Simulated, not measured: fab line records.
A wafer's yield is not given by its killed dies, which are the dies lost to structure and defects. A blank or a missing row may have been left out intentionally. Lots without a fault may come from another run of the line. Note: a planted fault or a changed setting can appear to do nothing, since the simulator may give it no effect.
Matching of chambers + flow nand harc + NHARC_P_M1_CMP_23 on cmp-04 has 4 sister chambers
The step polishes, t overpolish 20 s, target thk 157.82 nm. 14 wafers are shown with their chamber, then 7 later ones without.

WAFERS, EACH WITH ITS CHAMBER
| wafer  | chamber | motor current A (A) | time to endpoint s (s) | retaining ring pressure frac |
|--------|---------|---------------------|------------------------|------------------------------|
| L074.3 | 1       | 12.2                | 28                     | 1.008                        |
| L074.5 | 0       | 13.1                | 34                     | 1.000                        |
| L074.6 | 1       | 12.5                | 29                     | 0.991                        |
| L081.4 | 0       | 13.5                | 29                     | 1.001                        |
| L081.5 | 0       | 13.3                | 30                     | 1.001                        |
| L081.6 | 1       | 12.4                | 25                     | 0.996                        |
| L082.2 | 2       | 12.0                | 27                     | 1.006                        |
| L082.4 | 1       | 12.6                | 26                     | 1.000                        |
| L082.6 | 1       | 12.0                | 26                     | 1.005                        |
| L086.1 | 3       | 12.6                | 26                     | 0.993                        |
| L086.5 | 0       | 12.5                | 31                     | 1.004                        |
| L086.6 | 3       | 13.8                | 29                     | 0.997                        |
| L090.1 | 1       | 11.8                | 24                     | 1.010                        |
| L090.2 | 3       | 13.0                | 27                     | 1.005                        |

SIGNATURES, as means of the wafers listed above
| reading                      | chamber 0 | chamber 1 | chamber 2 | chamber 3 | scatter within a chamber |
|------------------------------|-----------|-----------|-----------|-----------|--------------------------|
| motor current A              | 13.100    | 12.250    | 12.000    | 13.133    | 0.422                    |
| time to endpoint s           | 31.00     | 26.33     | 27.00     | 27.33     | 1.9                      |
| retaining ring pressure frac | 1.00150   | 1.00167   | 1.00600   | 0.99833   | 0.00594                  |
Rule: for each reading, subtract the chamber's mean from the wafer's reading, divide by that reading's scatter and square the result; add these up over the readings and take the root, which gives the wafer's distance from the chamber. If the next closest chamber is less than 2 further off than the closest, the wafer can't be placed; otherwise it belongs to the closest. The scatter is the square root of a quotient: the sum, over the shown wafers, of each reading's squared deviation from its chamber's mean, divided by wafers minus chambers.

WAFERS WHOSE CHAMBER IS MISSING
| wafer  | motor current A (A) | time to endpoint s (s) | retaining ring pressure frac |
|--------|---------------------|------------------------|------------------------------|
| L090.5 | 12.5                | 24                     | 0.999                        |
| L094.3 | 13.3                | 28                     | 1.009                        |
| L094.4 | 13.3                | 25                     | 0.997                        |
| L094.5 | 12.6                | 26                     | 0.998                        |
| L097.4 | 13.4                | 24                     | 1.002                        |
| L097.5 | 13.2                | 25                     | 1.006                        |
| L097.6 | 12.2                | 28                     | 0.993                        |

WHICH CHAMBER EACH WENT THROUGH
| wafer  | from the rows above               | in truth |
|--------|-----------------------------------|----------|
| L090.5 | can't be placed: 1 or 2 or 3      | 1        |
| L094.3 | can't be placed: 3 or 0 or 1 or 2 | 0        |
| L094.4 | can't be placed: 3 or 1 or 0      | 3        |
| L094.5 | can't be placed: 1 or 3 or 2 or 0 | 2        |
| L097.4 | can't be placed: 3 or 1 or 2 or 0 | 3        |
| L097.5 | can't be placed: 3 or 1 or 2 or 0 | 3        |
| L097.6 | can't be placed: 1 or 2 or 3 or 0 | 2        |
Correctly placed: 0 of 7. These rows do not allow placing 7 (true chamber among the candidates in 7). Wrongly placed: 0.
